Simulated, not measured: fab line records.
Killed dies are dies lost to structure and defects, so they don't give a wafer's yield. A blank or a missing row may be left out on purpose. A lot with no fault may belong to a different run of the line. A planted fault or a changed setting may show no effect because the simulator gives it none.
Split-lot study || flow n5_finfet || on a route of 1938 steps: 7 lots, 21 wafers read

== THE SPLIT ==
At N5_BEOL_M3_COAT_67 (time 60 s, resist thk 60 nm), the setting spin_rpm was moved away from the recipe's 1500 rpm on 11 of the 21 wafers read, by -8.5% to +11.1%. The other wafers ran this setting at the recipe's value.

== FROM THE SPLIT TO THE READING: what the file shows between them, 7 steps ==
- N5_BEOL_M3_COAT_68: time 60 s, resist thk 12 nm
- N5_BEOL_M3_COAT_76: time 60 s, resist thk 5 nm
- N5_BEOL_M3_ALD_98: deposits SiO2, target thk 2.5 nm, pulse time 1 s, co reactant pulse time 1 s
- N5_BEOL_M3_ETCHBACK_99: etches SiO2 in CHF3, target depth 5 nm, time 10.4 s
- N5_BEOL_M3_ETCH_70: etches SOC in N2/H2, target depth 80 nm, overetch 16 nm, time 120 s
- N5_BEOL_M3_STRIP_71: strips in N2/H2
- N5_BEOL_M3_STRIP_78: strips in N2/H2

== THE READING ==
SOC_of_BEOL_M3_COAT_67.thk_nm (the simulator's own value, which no gauge read), in nm, at N5_BEOL_M3_VIA_ETCH_34 (etches the open film in C4F6/O2, target depth 69.4 nm, time 65.9 s). There is no usual value for it anywhere in the file. Across the 10 wafers here that went through the recipe, the average is 51.9 nm and the standard deviation 0.2 nm.

{"wafer": "L077.2", "tool, chamber at the split": "litho_track-04, 0", "spin_rpm as run, rpm": 1666, "against the recipe": "+11.1%", "SOC_of_BEOL_M3_COAT_67.thk_nm, nm": 49.2, "against lot-mates on the recipe": -2.6}
{"wafer": "L077.3", "tool, chamber at the split": "litho_track-04, 0", "spin_rpm as run, rpm": 1500, "against the recipe": "recipe", "SOC_of_BEOL_M3_COAT_67.thk_nm, nm": 51.8, "against lot-mates on the recipe": "-"}
{"wafer": "L077.5", "tool, chamber at the split": "litho_track-04, 0", "spin_rpm as run, rpm": 1666, "against the recipe": "+11.1%", "SOC_of_BEOL_M3_COAT_67.thk_nm, nm": 48.8, "against lot-mates on the recipe": -3.0}
{"wafer": "L079.2", "tool, chamber at the split": "litho_track-01, 0", "spin_rpm as run, rpm": 1500, "against the recipe": "recipe", "SOC_of_BEOL_M3_COAT_67.thk_nm, nm": 51.8, "against lot-mates on the recipe": "-"}
{"wafer": "L079.4", "tool, chamber at the split": "litho_track-01, 0", "spin_rpm as run, rpm": 1654, "against the recipe": "+10.3%", "SOC_of_BEOL_M3_COAT_67.thk_nm, nm": 49.2, "against lot-mates on the recipe": -2.6}
{"wafer": "L079.6", "tool, chamber at the split": "litho_track-01, 0", "spin_rpm as run, rpm": 1654, "against the recipe": "+10.3%", "SOC_of_BEOL_M3_COAT_67.thk_nm, nm": 48.8, "against lot-mates on the recipe": -3.0}
{"wafer": "L081.4", "tool, chamber at the split": "litho_track-01, 0", "spin_rpm as run, rpm": 1500, "against the recipe": "recipe", "SOC_of_BEOL_M3_COAT_67.thk_nm, nm": 52, "against lot-mates on the recipe": "-"}
{"wafer": "L081.5", "tool, chamber at the split": "litho_track-01, 0", "spin_rpm as run, rpm": 1636, "against the recipe": "+9.1%", "SOC_of_BEOL_M3_COAT_67.thk_nm, nm": 49.6, "against lot-mates on the recipe": -2.4}
{"wafer": "L081.6", "tool, chamber at the split": "litho_track-01, 0", "spin_rpm as run, rpm": 1636, "against the recipe": "+9.1%", "SOC_of_BEOL_M3_COAT_67.thk_nm, nm": 49.4, "against lot-mates on the recipe": -2.6}
{"wafer": "L083.2", "tool, chamber at the split": "litho_track-01, 0", "spin_rpm as run, rpm": 1500, "against the recipe": "recipe", "SOC_of_BEOL_M3_COAT_67.thk_nm, nm": 52.2, "against lot-mates on the recipe": "-"}
{"wafer": "L083.3", "tool, chamber at the split": "litho_track-01, 0", "spin_rpm as run, rpm": 1500, "against the recipe": "recipe", "SOC_of_BEOL_M3_COAT_67.thk_nm, nm": 52.2, "against lot-mates on the recipe": "-"}
{"wafer": "L083.5", "tool, chamber at the split": "litho_track-01, 0", "spin_rpm as run, rpm": 1500, "against the recipe": "recipe", "SOC_of_BEOL_M3_COAT_67.thk_nm, nm": 52, "against lot-mates on the recipe": "-"}
{"wafer": "L084.1", "tool, chamber at the split": "litho_track-04, 0", "spin_rpm as run, rpm": 1588, "against the recipe": "+5.9%", "SOC_of_BEOL_M3_COAT_67.thk_nm, nm": 50.4, "against lot-mates on the recipe": -1.2}
{"wafer": "L084.4", "tool, chamber at the split": "litho_track-04, 0", "spin_rpm as run, rpm": 1500, "against the recipe": "recipe", "SOC_of_BEOL_M3_COAT_67.thk_nm, nm": 51.6, "against lot-mates on the recipe": "-"}
{"wafer": "L084.6", "tool, chamber at the split": "litho_track-04, 0", "spin_rpm as run, rpm": 1500, "against the recipe": "recipe", "SOC_of_BEOL_M3_COAT_67.thk_nm, nm": 51.6, "against lot-mates on the recipe": "-"}
{"wafer": "L090.3", "tool, chamber at the split": "litho_track-05, 0", "spin_rpm as run, rpm": 1372, "against the recipe": "-8.5%", "SOC_of_BEOL_M3_COAT_67.thk_nm, nm": 54.6, "against lot-mates on the recipe": "+2.8"}
{"wafer": "L090.4", "tool, chamber at the split": "litho_track-05, 0", "spin_rpm as run, rpm": 1372, "against the recipe": "-8.5%", "SOC_of_BEOL_M3_COAT_67.thk_nm, nm": 54.2, "against lot-mates on the recipe": "+2.4"}
{"wafer": "L090.5", "tool, chamber at the split": "litho_track-05, 0", "spin_rpm as run, rpm": 1500, "against the recipe": "recipe", "SOC_of_BEOL_M3_COAT_67.thk_nm, nm": 51.8, "against lot-mates on the recipe": "-"}
{"wafer": "L092.1", "tool, chamber at the split": "litho_track-05, 0", "spin_rpm as run, rpm": 1569, "against the recipe": "+4.6%", "SOC_of_BEOL_M3_COAT_67.thk_nm, nm": 51, "against lot-mates on the recipe": -1.0}
{"wafer": "L092.2", "tool, chamber at the split": "litho_track-05, 0", "spin_rpm as run, rpm": 1569, "against the recipe": "+4.6%", "SOC_of_BEOL_M3_COAT_67.thk_nm, nm": 50.4, "against lot-mates on the recipe": -1.6}
{"wafer": "L092.4", "tool, chamber at the split": "litho_track-05, 0", "spin_rpm as run, rpm": 1500, "against the recipe": "recipe", "SOC_of_BEOL_M3_COAT_67.thk_nm, nm": 52, "against lot-mates on the recipe": "-"}

THE FIT
A straight line over all 21 wafers: SOC_of_BEOL_M3_COAT_67.thk_nm changes by -0.276 nm for each +1% of spin_rpm; r = -0.99; the points scatter about the line by 0.23 nm.
The same after taking each lot's own level away (the mean of its wafers on the recipe; 21 wafers): -0.275 nm for each +1%; r = -0.99; scatter 0.2 nm.
On that fit, the largest move of spin_rpm shifts the reading by 3 nm.
Measured against the standard deviation above, the lots' own levels, which go from 51.60 to 52.13 nm, span 2.6 times it.
The two slopes are in agreement: the lot-to-lot level therefore moves the slope only a little.
Check: with one of the wafers moved furthest among these (+11.1%) left out of the fit, the line predicts -3.05 nm for it against its lot-mates. Against them it came out at -2.6 nm.

== OTHER SPLITS ON THESE WAFERS ==
These wafers also went through other splits before the reading. Each is held against what the fit with the lots' levels taken away leaves over:
{"other split on the same wafers": "N5_BEOL_M2_EXPOSE_25 dose_mj", "wafers away from the commonest value": 7, "r with SOC_of_BEOL_M3_COAT_67.thk_nm (lot level and that fit taken away)": -0.04}
{"other split on the same wafers": "N5_BEOL_M2_DESCUM_33 time_s", "wafers away from the commonest value": 4, "r with SOC_of_BEOL_M3_COAT_67.thk_nm (lot level and that fit taken away)": "+0.37"}
{"other split on the same wafers": "N5_BEOL_M3_ETCH_64 time_s", "wafers away from the commonest value": 4, "r with SOC_of_BEOL_M3_COAT_67.thk_nm (lot level and that fit taken away)": "+0.08"}

== THE WHOLE CHAIN: every reading that the file lists as answering this split, in the file's order ==
{"step": "N5_BEOL_M3_COAT_67", "what it does": "time 60 s, resist thk 60 nm", "reading": "SOC_of_BEOL_M3_COAT_67.thk_nm (the simulator's own value, which no gauge read)", "change (the file's fit)": "-0.275 nm for each +1% of the setting", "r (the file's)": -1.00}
{"step": "N5_BEOL_M3_ETCH_70", "what it does": "etches SOC in N2/H2, target depth 80 nm, overetch 16 nm, time 120 s", "reading": "etch.depth_nm (the simulator's own value, which no gauge read)", "change (the file's fit)": "-0.275 nm for each +1% of the setting", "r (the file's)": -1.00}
{"step": "N5_BEOL_M3_VIA_ETCH_34", "what it does": "etches the open film in C4F6/O2, target depth 69.4 nm, time 65.9 s", "reading": "SOC_of_BEOL_M3_COAT_67.thk_nm (the simulator's own value, which no gauge read)", "change (the file's fit)": "-0.268 nm for each +1% of the setting", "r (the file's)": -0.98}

== FILE'S OWN FIT ==
SOC_of_BEOL_M3_COAT_67.thk_nm changes by -0.268 nm for each +1% of spin_rpm, r = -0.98.
